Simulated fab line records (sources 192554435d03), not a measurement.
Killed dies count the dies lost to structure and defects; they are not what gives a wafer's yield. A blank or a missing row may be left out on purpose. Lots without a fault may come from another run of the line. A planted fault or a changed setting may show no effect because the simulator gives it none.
Matching of chambers || flow n5 finfet || N5_BEOL_M12_ILD_DEP_00 on pecvd-03: 3 sister chambers
The step deposits SiOC from DEMS/O2, target thk 658.92 nm, time 130.7 s. 14 wafers are shown with their chamber, then 7 later ones without.

WAFERS, EACH WITH ITS CHAMBER
{"wafer": "L080.1", "chamber": 2, "throttle valve pct (%)": 11.8, "heater power w (W)": 391, "showerhead plenum p Torr (Torr)": 5.671}
{"wafer": "L080.3", "chamber": 0, "throttle valve pct (%)": 13.1, "heater power w (W)": 415, "showerhead plenum p Torr (Torr)": 5.700}
{"wafer": "L080.4", "chamber": 0, "throttle valve pct (%)": 13.1, "heater power w (W)": 421, "showerhead plenum p Torr (Torr)": 5.720}
{"wafer": "L079.1", "chamber": 1, "throttle valve pct (%)": 12.1, "heater power w (W)": 460, "showerhead plenum p Torr (Torr)": 5.691}
{"wafer": "L079.2", "chamber": 0, "throttle valve pct (%)": 13.0, "heater power w (W)": 409, "showerhead plenum p Torr (Torr)": 5.693}
{"wafer": "L079.6", "chamber": 2, "throttle valve pct (%)": 11.8, "heater power w (W)": 370, "showerhead plenum p Torr (Torr)": 5.696}
{"wafer": "L083.1", "chamber": 0, "throttle valve pct (%)": 13.1, "heater power w (W)": 411, "showerhead plenum p Torr (Torr)": 5.698}
{"wafer": "L083.4", "chamber": 2, "throttle valve pct (%)": 11.9, "heater power w (W)": 428, "showerhead plenum p Torr (Torr)": 5.698}
{"wafer": "L083.5", "chamber": 0, "throttle valve pct (%)": 13.0, "heater power w (W)": 441, "showerhead plenum p Torr (Torr)": 5.718}
{"wafer": "L089.1", "chamber": 1, "throttle valve pct (%)": 12.5, "heater power w (W)": 544, "showerhead plenum p Torr (Torr)": 5.668}
{"wafer": "L089.2", "chamber": 0, "throttle valve pct (%)": 12.9, "heater power w (W)": 437, "showerhead plenum p Torr (Torr)": 5.702}
{"wafer": "L089.3", "chamber": 0, "throttle valve pct (%)": 12.8, "heater power w (W)": 351, "showerhead plenum p Torr (Torr)": 5.717}
{"wafer": "L088.1", "chamber": 1, "throttle valve pct (%)": 12.4, "heater power w (W)": 516, "showerhead plenum p Torr (Torr)": 5.682}
{"wafer": "L088.5", "chamber": 2, "throttle valve pct (%)": 12.0, "heater power w (W)": 434, "showerhead plenum p Torr (Torr)": 5.698}

SIGNATURES (averages over the wafers above)
{"reading": "throttle valve pct", "chamber 0": 13.000, "chamber 1": 12.333, "chamber 2": 11.875, "scatter within a chamber": 0.133}
{"reading": "heater power w", "chamber 0": 412.14, "chamber 1": 506.67, "chamber 2": 405.75, "scatter within a chamber": 32.7}
{"reading": "showerhead plenum p Torr", "chamber 0": 5.70686, "chamber 1": 5.68033, "chamber 2": 5.69075, "scatter within a chamber": 0.0118}
Rule: for a wafer and a chamber, the distance is found by dividing, reading by reading, the gap between the wafer's reading and the chamber's mean by the reading's scatter, squaring, summing and taking the root. If the next closest chamber is less than 2 further off than the closest, the wafer can't be placed; otherwise it belongs to the closest. The scatter is the square root of a quotient: the sum, over the shown wafers, of each reading's squared deviation from its chamber's mean, divided by wafers minus chambers.

WAFERS WITH NO CHAMBER GIVEN
{"wafer": "L088.6", "throttle valve pct (%)": 12.3, "heater power w (W)": 546, "showerhead plenum p Torr (Torr)": 5.690}
{"wafer": "L091.2", "throttle valve pct (%)": 12.1, "heater power w (W)": 557, "showerhead plenum p Torr (Torr)": 5.675}
{"wafer": "L091.5", "throttle valve pct (%)": 12.2, "heater power w (W)": 445, "showerhead plenum p Torr (Torr)": 5.673}
{"wafer": "L091.6", "throttle valve pct (%)": 11.9, "heater power w (W)": 336, "showerhead plenum p Torr (Torr)": 5.704}
{"wafer": "L092.1", "throttle valve pct (%)": 12.0, "heater power w (W)": 558, "showerhead plenum p Torr (Torr)": 5.671}
{"wafer": "L092.2", "throttle valve pct (%)": 13.1, "heater power w (W)": 418, "showerhead plenum p Torr (Torr)": 5.710}
{"wafer": "L092.4", "throttle valve pct (%)": 13.0, "heater power w (W)": 431, "showerhead plenum p Torr (Torr)": 5.697}

THE CHAMBER EACH PASSED THROUGH
{"wafer": "L088.6", "from the rows above": 1, "in truth": 1}
{"wafer": "L091.2", "from the rows above": 1, "in truth": 1}
{"wafer": "L091.5", "from the rows above": "can't be placed: 1 or 2", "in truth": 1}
{"wafer": "L091.6", "from the rows above": 2, "in truth": 2}
{"wafer": "L092.1", "from the rows above": "can't be placed: 1 or 2", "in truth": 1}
{"wafer": "L092.2", "from the rows above": 0, "in truth": 0}
{"wafer": "L092.4", "from the rows above": 0, "in truth": 0}
Correctly placed: 5 of 7. Not placeable from these rows: 2 (in 2, the candidates include the true chamber). Wrongly placed: 0.
